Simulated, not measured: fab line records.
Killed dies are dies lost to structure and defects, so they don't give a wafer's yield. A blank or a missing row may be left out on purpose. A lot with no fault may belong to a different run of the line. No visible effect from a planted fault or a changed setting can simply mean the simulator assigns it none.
fab line records	flow n5Finfet
record lots=7	wafers=21
route steps=1938 shown BEOL_M9@1405 BEOL_M10@1476 BEOL_M12@1602 BEOL_M13@1662
startH: start of the lot's first displayed wafer, in hours after the record's first day	waitH: hours since the lot's step before	" same as the row above	L1.1+2: several wafers, shown together as one row	- value missing, or start not given	* or withheld: withheld	< > ~ a bound
route shown NAME@n: names a module that has steps shown in the file, with the first one's number in the route	usual: mean/standard deviation taken from wafers without a fault	same: alike in all rows	chamber/n: place in a boat	sites: each site's reading	_std_site: standard deviation of those values	_edge_site: mean of outer sites minus mean of inner sites	radiusMm: how far each site lies from the wafer's centre	mask NAME#n: copy n	behind: the last tool/chamber to shape the wafer	hold: why the lot went on hold/how many hours it stayed there/how the hold came to an end	device: names the non-switching transistor (n, p or np)	end of line: the tests these same wafers got at the end of their route	a step given without rows: its recipe and nothing more	killed: count of dies lost to structure and defects at first sort (not the wafer's yield)	map: per-die view of a wafer (x killed, . not killed, _ where there is no die)
set.NAME: the run value of the setting; set.NAME@STEP: its run value at that earlier step	model.NAME: the simulator's own value behind a step, which no gauge read
lots run with intentionally changed settings; tables by step, rows by wafer
## steps
# step N5_BEOL_M9_HM_DEP_02
# recipe material=TiN	targetThkA=200	tempC=25	chamberPressurePa=0.49996
lot.wafer	tool	chamber	startH	waitH	set.targetThkA	model.TiN_of_BEOL_M9_HM_DEP_02.thkNm
L079.2	pvdSputter-01	-	235.72	3.7	200	20.4
L079.5	"	-	"	"	179.1	18.4
L079.6	"	-	"	"	200	20
L080.1	pvdSputter-01	-	247.05	1.4	181.7	18
L080.2	"	-	"	"	181.7	18.4
L080.3	"	-	"	"	200	19.4
L082.4	pvdSputter-03	-	258.72	0.8	200	20
L082.5	"	-	"	"	207.8	20.8
L082.6	"	-	"	"	200	20.2
L088.1+2	pvdSputter-03	-	299.39	2.5	200	20.2
L088.5	"	-	"	"	200	20
L090.1+4	pvdSputter-03	-	310.04	0.6	200	20
L090.3	"	-	"	"	200	19.8
L094.2	pvdSputter-01	-	328.37	2.2	200	20.2
L094.3+4	"	-	"	"	175.9	18
L097.1	pvdSputter-01	-	367.84	1.6	217.7	21.8
L097.2	"	-	"	"	200	20
L097.4	"	-	"	"	200	19.8
# step N5_BEOL_M9_COAT_59
# recipe resist=SOC	tempC=250	timeS=60	spinRpm=1500	resistThkNm=100
# step N5_BEOL_M9_COAT_60
# recipe resist=SiARC	tempC=220	timeS=60	spinRpm=1500	resistThkNm=30
# step N5_BEOL_M9_STRIP_68
# recipe chemistry=N2/H2	tempC=40	n2FlowSccm=200	h2FlowSccm=200	rfFrequencyHz=6e+07
# step N5_BEOL_M9_STRIP_67
# recipe chemistry=CF4	resist=SiARC	powerW=300	biasPowerW=75	pressureMtorr=50	cf4FlowSccm=150	rfFrequencyHz=6e+07
# step N5_BEOL_M9_HM_OPEN_17
# recipe chemistry=Cl2/BCl3	targetDepthA=200	overetchA=60	target=TiN	maskMaterial=SOC	ionEnergyEv=150	pressureMtorr=10	icpW=1000	biasW=126	Cl2_flow_sccm=53.25	bcl3FlowSccm=21.75	Ar_flow_sccm=25
lot.wafer	tool	chamber	startH	waitH	set.targetThkA@BEOL_M9_HM_DEP_02	model.etch.depthNm
L079.2	rieMetal-03	0	236.77	0.0	200	20.34
L079.5	"	0	"	"	179.1	18.4
L079.6	"	1	"	"	200	19.98
L080.1	rieMetal-03	0	247.78	0.0	181.7	18.03
L080.2	"	1	"	"	181.7	18.33
L080.3	"	0	"	"	200	19.46
L082.4	rieMetal-02	1	259.61	0.1	200	20.05
L082.5	"	0	"	"	207.8	20.75
L082.6	"	1	"	"	200	20.17
L088.1	rieMetal-03	0	300.12	0.0	200	20.26
L088.2	"	1	"	"	200	20.16
L088.5	"	0	"	"	200	19.96
L090.1	rieMetal-03	0	310.90	0.0	200	20.08
L090.3	"	0	"	"	200	19.89
L090.4	"	1	"	"	200	19.98
L094.2	rieMetal-02	0	329.33	0.0	200	20.15
L094.3	"	1	"	"	175.9	17.94
L094.4	"	0	"	"	175.9	17.95
L097.1	rieMetal-01	1	368.69	0.0	217.7	21.8
L097.2	"	1	"	"	200	20.05
L097.4	"	1	"	"	200	19.8
# step N5_BEOL_M10_COAT_60
# recipe resist=SiARC	tempC=220	timeS=60	spinRpm=1500	resistThkNm=30
lot.wafer	tool	chamber	startH	waitH	set.spinRpm	model.SiARC_of_BEOL_M10_COAT_60.thkNm
L079.2	lithoTrack-01	0	-	-	1500	29.8
L079.5	"	0	"	"	1500	30
L079.6	"	0	"	"	1619	28.8
L080.1+2	lithoTrack-01	0	-	-	1500	30
L080.3	"	0	"	"	1360	31.6
L082.4	lithoTrack-01	0	-	-	1580	29.4
L082.5	"	0	"	"	1500	30
L082.6	"	0	"	"	1500	30.2
L088.1+5	lithoTrack-01	0	-	-	1500	30
L088.2	"	0	"	"	1500	30.2
L090.1+3	lithoTrack-04	0	-	-	1500	30
L090.4	"	0	"	"	1500	29.8
L094.2+3	lithoTrack-01	0	-	-	1500	30
L094.4	"	0	"	"	1500	30.2
L097.1+2	lithoTrack-04	0	-	-	1393	31
L097.4	"	0	"	"	1500	30
# step N5_BEOL_M10_COAT_05
# recipe resist=CAR-ArF	spinRpm=1500	resistThkNm=90
# step N5_BEOL_M10_EBR_07
# recipe solvent=PGMEA	ebrWidthMm=1.5
# step N5_BEOL_M10_DESCUM_16
# recipe chemistry=O2	timeS=7.9	sourcePowerW=50	biasPowerW=20	pressureMtorr=20	rfFrequencyHz=2.712e+07	tempC=40	resist=CAR-ArF	o2FlowSccm=225
# step N5_BEOL_M10_ETCH_61
# recipe chemistry=CF4	target=SiARC	targetDepthA=390	maskMaterial=CAR-ArF	timeS=65	ionEnergyEv=80	pressureMtorr=40	sourceW=545	biasW=36	Ar_flow_sccm=100	cf4FlowSccm=100	ends=cleared
lot.wafer	tool	chamber	startH	waitH	set.spinRpm@BEOL_M10_COAT_60	model.etch.depthNm	model.CAR-ArF_of_BEOL_M10_COAT_05.thkNm
L079.2	rieDiel-02	1	244.89	0.0	1500	29.89	55.6
L079.5	"	0	"	"	1500	29.99	55.8
L079.6	"	3	"	"	1619	28.85	56.8
L080.1	rieDiel-02	2	256.29	0.0	1500	30.01	55.6
L080.2	"	0	"	"	1500	30.08	55.4
L080.3	"	1	"	"	1360	31.67	54.4
L082.4	rieDiel-01	3	269.85	0.0	1580	29.36	56.2
L082.5	"	0	"	"	1500	30.08	56
L082.6	"	3	"	"	1500	30.1	55.6
L088.1	rieDiel-04	1	309.98	0.0	1500	29.96	55
L088.2	"	0	"	"	1500	30.12	55
L088.5	"	0	"	"	1500	30.02	55.2
L090.1	rieDiel-04	0	319.04	0.0	1500	29.94	55.4
L090.3	"	1	"	"	1500	29.91	55.6
L090.4	"	3	"	"	1500	29.87	55
L094.2	rieDiel-04	3	341.30	0.0	1500	30.1	55.6
L094.3	"	0	"	"	1500	30.02	55.8
L094.4	"	2	"	"	1500	30.11	55.4
L097.1	rieDiel-01	1	376.43	0.0	1393	31.1	54.4
L097.2	"	0	"	"	1393	31.03	54.4
L097.4	"	2	"	"	1500	29.92	55.2
# step N5_BEOL_M10_ETCH_62
# recipe chemistry=N2/H2	target=SOC	targetDepthA=1100	overetchA=220	maskMaterial=SiARC	tempC=40	timeS=165	ionEnergyEv=200	pressureMtorr=30	sourceW=840	biasW=150	n2FlowSccm=200	h2FlowSccm=200
lot.wafer	tool	chamber	startH	waitH	set.timeS
L079.2	rieDiel-02	1	244.94	0.0	165
L079.5+6	"	0,3	"	"	188.4
L080.1+2	rieDiel-02	2,0	256.34	0.0	165
L080.3	"	1	"	"	199
L082.4+5	rieDiel-01	3,0	269.90	0.0	165
L082.6	"	3	"	"	146.4
L088.1+2+5	rieDiel-04	1,0,0	310.03	0.0	165
L090.1+4	rieDiel-04	0,3	319.09	0.0	165
L090.3	"	1	"	"	152.5
L094.2+3+4	rieDiel-04	3,0,2	341.35	0.0	131.6
L097.1+4	rieDiel-01	1,2	376.48	0.0	165
L097.2	"	0	"	"	178.9
# step N5_BEOL_M10_STRIP_68
# recipe chemistry=N2/H2	tempC=40	n2FlowSccm=200	h2FlowSccm=200	rfFrequencyHz=6e+07
# step N5_BEOL_M10_STRIP_67
# recipe chemistry=CF4	resist=SiARC	powerW=300	biasPowerW=75	pressureMtorr=50	cf4FlowSccm=150	rfFrequencyHz=6e+07
# step N5_BEOL_M10_HM_OPEN_17
# recipe chemistry=Cl2/BCl3	targetDepthA=200	overetchA=60	target=TiN	maskMaterial=SOC	ionEnergyEv=150	pressureMtorr=10	icpW=1000	biasW=126	Cl2_flow_sccm=53.25	bcl3FlowSccm=21.75	Ar_flow_sccm=25
lot.wafer	tool	chamber	startH	waitH	set.timeS@BEOL_M10_ETCH_62	model.etch.depthNm
L079.2	rieMetal-01	1	245.13	0.0	165	20.1
L079.5	"	0	"	"	188.4	17.73
L079.6	"	1	"	"	188.4	17.94
L080.1	rieMetal-02	1	256.53	0.0	165	19.87
L080.2	"	0	"	"	165	19.75
L080.3	"	1	"	"	199	16.29
L082.4	rieMetal-01	1	270.12	0.1	165	20.33
L082.5	"	0	"	"	165	20.16
L082.6	"	1	"	"	146.4	20.29
L088.1	rieMetal-02	1	310.22	0.0	165	20.24
L088.2	"	0	"	"	165	19.54
L088.5	"	0	"	"	165	19.79
L090.1	rieMetal-02	0	319.28	0.0	165	19.95
L090.3	"	0	"	"	152.5	20.08
L090.4	"	1	"	"	165	19.89
L094.2	rieMetal-01	1	341.53	0.0	131.6	19.49
L094.3	"	1	"	"	131.6	19.91
L094.4	"	0	"	"	131.6	19.7
L097.1	rieMetal-01	0	376.67	0.0	165	20.11
L097.2	"	1	"	"	178.9	18.75
L097.4	"	0	"	"	165	20.21
# step N5_BEOL_M12_ILD_DEP_00
# recipe material=SiOC	targetThkA=6589.2	tempC=350	precursor=DEMS/O2	pressureTorr=5	rfW=500	timeS=130.7
lot.wafer	tool	chamber	startH	waitH	set.timeS	model.SiOC_of_BEOL_M12_ILD_DEP_00.thkNm
L079.2	pecvd-02	2	260.25	0.0	136.6	677.8
L079.5	"	1	"	"	136.6	694.2
L079.6	"	0	"	"	130.7	659.4
L080.1	pecvd-03	1	270.13	0.0	130.7	658.6
L080.2	"	2	"	"	139.3	689
L080.3	"	0	"	"	130.7	658.8
L082.4	pecvd-01	2	288.81	0.1	130.7	650.8
L082.5	"	1	"	"	130.7	644.8
L082.6	"	0	"	"	130.7	664.6
L088.1	pecvd-01	1	321.72	0.0	130.7	655.2
L088.2	"	0	"	"	130.7	668.8
L088.5	"	1	"	"	130.7	661.6
L090.1	pecvd-03	1	336.84	0.0	120.4	595.8
L090.3	"	2	"	"	130.7	646
L090.4	"	2	"	"	120.4	605.6
L094.2	pecvd-02	1	352.46	0.0	130.7	660.4
L094.3	"	0	"	"	130.7	671.2
L094.4	"	2	"	"	130.7	674.4
L097.1	pecvd-02	0	391.81	0.0	130.7	670.6
L097.2	"	2	"	"	130.7	663
L097.4	"	0	"	"	112.4	587.8
# step N5_BEOL_M12_THK_MEAS_01
# recipe reads=SiOC_of_BEOL_M12_ILD_DEP_00
# usual M12_ILD_THK=659/10
lot.wafer	tool	chamber	startH	waitH	set.timeS@BEOL_M12_ILD_DEP_00	M12_ILD_THK[nm]
L079.2	filmMetro-02	-	260.39	0.1	136.6	678
L079.5	"	-	"	"	136.6	694
L079.6	"	-	"	"	130.7	660
L080.1	filmMetro-01	-	270.26	0.1	130.7	659
L080.2	"	-	"	"	139.3	689
L080.3	"	-	"	"	130.7	659
L082.4	filmMetro-01	-	288.90	0.0	130.7	651
L082.5	"	-	"	"	130.7	645
L082.6	"	-	"	"	130.7	664
L088.1	filmMetro-02	-	321.85	0.1	130.7	655
L088.2	"	-	"	"	130.7	669
L088.5	"	-	"	"	130.7	661
L090.1	filmMetro-01	-	336.97	0.1	120.4	596
L090.3	"	-	"	"	130.7	646
L090.4	"	-	"	"	120.4	605
L094.2	filmMetro-01	-	352.59	0.1	130.7	660
L094.3	"	-	"	"	130.7	671
L094.4	"	-	"	"	130.7	675
L097.1	filmMetro-01	-	391.99	0.1	130.7	671
L097.2	"	-	"	"	130.7	663
L097.4	"	-	"	"	112.4	588
# step N5_BEOL_M12_COAT_58
# recipe resist=BARC	tempC=205	timeS=60	spinRpm=1500	resistThkNm=89
# step N5_BEOL_M12_COAT_04
# recipe spinRpm=1625	resistThkNm=400
# step N5_BEOL_M12_DESCUM_15
# recipe chemistry=O2	timeS=7.9	sourcePowerW=50	biasPowerW=20	pressureMtorr=20	rfFrequencyHz=2.712e+07	tempC=40	o2FlowSccm=225
# step N5_BEOL_M12_ETCH_59
# recipe chemistry=N2/H2	target=BARC	targetDepthA=890	overetchA=267	timeS=67.9	ionEnergyEv=200	pressureMtorr=30	sourceW=840	biasW=150	n2FlowSccm=200	h2FlowSccm=200
# step N5_BEOL_M12_VIA_ETCH_16
# recipe chemistry=C4F8/O2/Ar	target=SiOC	pressureMtorr=30	sourceW=3000	biasW=700	Ar_flow_sccm=400	C4F8_flow_sccm=15	O2_flow_sccm=8	heInnerTorr=15	heOuterTorr=30	targetDepthA=7248	timeS=withheld	ionEnergyEv=250	ends=cleared
lot.wafer	tool	chamber	startH	waitH	set.timeS@BEOL_M12_ILD_DEP_00	model.etch.depthNm	model.coat_of_BEOL_M12_COAT_04.thkNm
L079.2	rieDiel-02	3	260.87	0.0	*	677.8	121.2
L079.5	"	2	"	"	*	694.3	118.4
L079.6	"	1	"	"	*	659.4	124
L080.1	rieDiel-02	0	272.12	0.0	*	658.7	120.8
L080.2	"	3	"	"	*	689	116.4
L080.3	"	1	"	"	*	658.9	123
L082.4	rieDiel-04	1	289.46	0.1	*	650.8	125.8
L082.5	"	2	"	"	*	644.9	128.4
L082.6	"	0	"	"	*	664.6	123.6
L088.1	rieDiel-01	3	322.33	0.0	*	655.1	124
L088.2	"	1	"	"	*	668.8	122.2
L088.5	"	0	"	"	*	661.5	122.8
L090.1	rieDiel-02	1	337.58	0.0	*	595.9	141.8
L090.3	"	2	"	"	*	646	133.4
L090.4	"	1	"	"	*	605.7	140
L094.2	rieDiel-02	0	353.20	0.0	*	660.3	119.8
L094.3	"	1	"	"	*	671.1	121.4
L094.4	"	0	"	"	*	674.4	116
L097.1	rieDiel-01	2	392.49	0.0	*	670.6	120
L097.2	"	1	"	"	*	663	125.4
L097.4	"	3	"	"	*	587.9	145.2
# step N5_BEOL_M12_STRIP_63
# recipe chemistry=N2/H2	powerW=1000	tempC=250	h2Frac=0.65	overashFraction=0.3	pressureMtorr=1000	n2FlowSccm=1750	h2FlowSccm=3250
# usual stripTimeToEndpointS=42.6/1.1
lot.wafer	tool	chamber	startH	waitH	set.timeS@BEOL_M12_ILD_DEP_00	stripTimeToEndpointS
L079.2	plasmaAsher-02	0	261.07	-	136.6	42.0
L079.5	"	0	"	"	136.6	41.3
L079.6	"	1	"	"	130.7	42.8
L080.1	plasmaAsher-02	1	272.32	-	130.7	41.9
L080.2	"	0	"	"	139.3	40.7
L080.3	"	0	"	"	130.7	42.5
L082.4	plasmaAsher-01	1	289.59	-	130.7	43.2
L082.5	"	0	"	"	130.7	43.9
L082.6	"	1	"	"	130.7	42.6
L088.1	plasmaAsher-02	1	322.53	-	130.7	42.7
L088.2	"	0	"	"	130.7	42.3
L088.5	"	0	"	"	130.7	42.4
L090.1	plasmaAsher-02	0	337.78	-	120.4	47.5
L090.3	"	1	"	"	130.7	45.3
L090.4	"	0	"	"	120.4	47.0
L094.2	plasmaAsher-02	0	353.40	-	130.7	41.6
L094.3	"	1	"	"	130.7	42.0
L094.4	"	0	"	"	130.7	40.6
L097.1	plasmaAsher-01	0	392.69	-	130.7	41.7
L097.2	"	1	"	"	130.7	43.2
L097.4	"	1	"	"	112.4	48.4
# step N5_BEOL_M13_COAT_04
# recipe spinRpm=1625	resistThkNm=400
lot.wafer	tool	chamber	startH	waitH	set.spinRpm	model.coat_of_BEOL_M13_COAT_04.thkNm
L079.2	lithoTrack-04	0	-	-	1625	400.6
L079.5	"	0	"	"	1732	386.2
L079.6	"	0	"	"	1625	399.2
L080.1	lithoTrack-02	0	-	-	1625	399
L080.2+3	"	0	"	"	1625	401
L082.4	lithoTrack-02	0	-	-	1703	391.2
L082.5	"	0	"	"	1703	390.4
L082.6	"	0	"	"	1625	399.2
L088.1	lithoTrack-02	0	-	-	1625	402.6
L088.2	"	0	"	"	1625	402.2
L088.5	"	0	"	"	1625	403
L090.1+4	lithoTrack-05	0	-	-	1480	420.2
L090.3	"	0	"	"	1625	399.8
L094.2	lithoTrack-02	0	-	-	1625	403.8
L094.3	"	0	"	"	1625	402.6
L094.4	"	0	"	"	1625	404.4
L097.1	lithoTrack-05	0	-	-	1625	398.8
L097.2	"	0	"	"	1783	381.8
L097.4	"	0	"	"	1783	382.2
# step N5_BEOL_M13_ETCH_59
# recipe chemistry=N2/H2	target=BARC	targetDepthA=890	overetchA=267	timeS=67.9	ionEnergyEv=200	pressureMtorr=30	sourceW=840	biasW=150	n2FlowSccm=200	h2FlowSccm=200
lot.wafer	tool	chamber	startH	waitH	set.timeS	set.spinRpm@BEOL_M13_COAT_04	model.coat_of_BEOL_M13_COAT_04.thkNm
L079.2	rieDiel-05	3	270.84	0.0	67.9	1625	316.4
L079.5	"	0	"	"	80.19	1732	286.8
L079.6	"	1	"	"	67.9	1625	317.4
L080.1	rieDiel-06	0	277.82	0.0	67.9	1625	319.6
L080.2	"	2	"	"	62.8	1625	323.8
L080.3	"	1	"	"	62.8	1625	323.2
L082.4	rieDiel-06	3	294.90	0.0	67.9	1703	309
L082.5	"	2	"	"	80.8	1703	297
L082.6	"	3	"	"	67.9	1625	316.8
L088.1	rieDiel-03	2	328.69	0.0	67.9	1625	322.6
L088.2	"	3	"	"	67.9	1625	318.8
L088.5	"	3	"	"	67.9	1625	320
L090.1	rieDiel-03	0	349.95	0.0	67.9	1480	340.2
L090.3	"	2	"	"	67.9	1625	319.6
L090.4	"	3	"	"	62.74	1480	341.8
L094.2	rieDiel-03	0	360.04	0.0	67.9	1625	323.8
L094.3	"	2	"	"	64.03	1625	325.8
L094.4	"	1	"	"	67.9	1625	321.4
L097.1	rieDiel-03	0	399.13	0.0	67.9	1625	317.8
L097.2	"	1	"	"	67.9	1783	300.2
L097.4	"	2	"	"	67.9	1783	303.4
# step N5_BEOL_M13_VIA_ETCH_16
# recipe chemistry=C4F8/O2/Ar	target=SiOC	pressureMtorr=30	sourceW=3000	biasW=700	Ar_flow_sccm=400	C4F8_flow_sccm=15	O2_flow_sccm=8	heInnerTorr=15	heOuterTorr=30	targetDepthA=9217	timeS=withheld	ionEnergyEv=250	ends=cleared
lot.wafer	tool	chamber	startH	waitH	set.spinRpm@BEOL_M13_COAT_04	model.coat_of_BEOL_M13_COAT_04.thkNm
L079.2	rieDiel-05	3	270.90	0.0	1625	71.6
L079.5	"	0	"	"	1732	38
L079.6	"	1	"	"	1625	68.4
L080.1	rieDiel-06	0	277.87	0.0	1625	69
L080.2	"	2	"	"	1625	79
L080.3	"	1	"	"	1625	77.2
L082.4	rieDiel-06	3	294.95	0.0	1703	58.8
L082.5	"	2	"	"	1703	46.4
L082.6	"	3	"	"	1625	62.2
L088.1	rieDiel-03	2	328.74	0.0	1625	81.6
L088.2	"	3	"	"	1625	77.8
L088.5	"	3	"	"	1625	75.4
L090.1+4	rieDiel-03	0,3	350.00	0.0	1480	96
L090.3	"	2	"	"	1625	74
L094.2	rieDiel-03	0	360.09	0.0	1625	72
L094.3	"	2	"	"	1625	78.2
L094.4	"	1	"	"	1625	69.2
L097.1	rieDiel-03	0	399.18	0.0	1625	79.2
L097.2	"	1	"	"	1783	54.2
L097.4	"	2	"	"	1783	61.4
# step N5_BEOL_M13_STRIP_63
# recipe chemistry=N2/H2	powerW=1000	tempC=250	h2Frac=0.65	overashFraction=0.3	pressureMtorr=1000	n2FlowSccm=1750	h2FlowSccm=3250
# usual stripTimeToEndpointS=27.7/1.3
lot.wafer	tool	chamber	startH	waitH	set.spinRpm@BEOL_M13_COAT_04	stripTimeToEndpointS
L079.2	plasmaAsher-02	1	271.13	-	1625	28.1
L079.5	"	1	"	"	1732	17.8
L079.6	"	0	"	"	1625	27.2
L080.1	plasmaAsher-02	1	278.11	-	1625	27.4
L080.2	"	0	"	"	1625	30.3
L080.3	"	0	"	"	1625	29.8
L082.4	plasmaAsher-02	1	295.21	-	1703	24.4
L082.5	"	1	"	"	1703	20.5
L082.6	"	0	"	"	1625	25.4
L088.1	plasmaAsher-01	1	328.97	-	1625	31.0
L088.2	"	0	"	"	1625	30.0
L088.5	"	0	"	"	1625	29.2
L090.1	plasmaAsher-01	0	350.23	-	1480	35.1
L090.3	"	1	"	"	1625	28.8
L090.4	"	0	"	"	1480	35.1
L094.2	plasmaAsher-01	0	360.33	-	1625	28.2
L094.3	"	1	"	"	1625	30.1
L094.4	"	0	"	"	1625	27.4
L097.1	plasmaAsher-02	0	399.42	-	1625	30.3
L097.2	"	1	"	"	1783	22.9
L097.4	"	0	"	"	1783	25.1
## key
split step=N5_BEOL_M9_HM_DEP_02	setting=targetThkA	stated=200	by=wafer
response step=N5_BEOL_M9_HM_DEP_02	reading=model.TiN_of_BEOL_M9_HM_DEP_02.thkNm	change=+0.176	per=1%	r=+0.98
response step=N5_BEOL_M9_HM_OPEN_17	reading=model.etch.depthNm	change=+0.175	per=1%	r=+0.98
split step=N5_BEOL_M10_COAT_60	setting=spinRpm	stated=1500	by=wafer
response step=N5_BEOL_M10_COAT_60	reading=model.SiARC_of_BEOL_M10_COAT_60.thkNm	change=-0.151	per=1%	r=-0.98
response step=N5_BEOL_M10_ETCH_61	reading=model.etch.depthNm	change=-0.157	per=1%	r=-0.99
response step=N5_BEOL_M10_ETCH_61	reading=model.CAR-ArF_of_BEOL_M10_COAT_05.thkNm	change=+0.117	per=1%	r=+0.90
split step=N5_BEOL_M10_ETCH_62	setting=timeS	stated=165	by=wafer
response step=N5_BEOL_M10_HM_OPEN_17	reading=model.etch.depthNm	change=-0.134	per=1%	r=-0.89
split step=N5_BEOL_M12_ILD_DEP_00	setting=timeS	stated=130.7	by=wafer
response step=N5_BEOL_M12_ILD_DEP_00	reading=model.SiOC_of_BEOL_M12_ILD_DEP_00.thkNm	change=+5.54	per=1%	r=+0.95
response step=N5_BEOL_M12_THK_MEAS_01	reading=M12_ILD_THK	change=+5.53	per=1%	r=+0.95
response step=N5_BEOL_M12_VIA_ETCH_16	reading=model.etch.depthNm	change=+5.53	per=1%	r=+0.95
response step=N5_BEOL_M12_VIA_ETCH_16	reading=model.coat_of_BEOL_M12_COAT_04.thkNm	change=-1.33	per=1%	r=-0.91
response step=N5_BEOL_M12_STRIP_63	reading=stripTimeToEndpointS	change=*	per=1%	r=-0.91
split step=N5_BEOL_M13_COAT_04	setting=spinRpm	stated=1625	by=wafer
response step=N5_BEOL_M13_COAT_04	reading=model.coat_of_BEOL_M13_COAT_04.thkNm	change=-1.98	per=1%	r=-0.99
response step=N5_BEOL_M13_ETCH_59	reading=model.coat_of_BEOL_M13_COAT_04.thkNm	change=-2.54	per=1%	r=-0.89
response step=N5_BEOL_M13_VIA_ETCH_16	reading=model.coat_of_BEOL_M13_COAT_04.thkNm	change=-2.75	per=1%	r=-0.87
response step=N5_BEOL_M13_STRIP_63	reading=stripTimeToEndpointS	change=*	per=1%	r=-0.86
split step=N5_BEOL_M13_ETCH_59	setting=timeS	stated=67.9	by=wafer
response step=N5_BEOL_M13_ETCH_59	reading=model.coat_of_BEOL_M13_COAT_04.thkNm	slope=-0.716	per=1%	togetherWith=spinRpm@BEOL_M13_COAT_04	explained=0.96
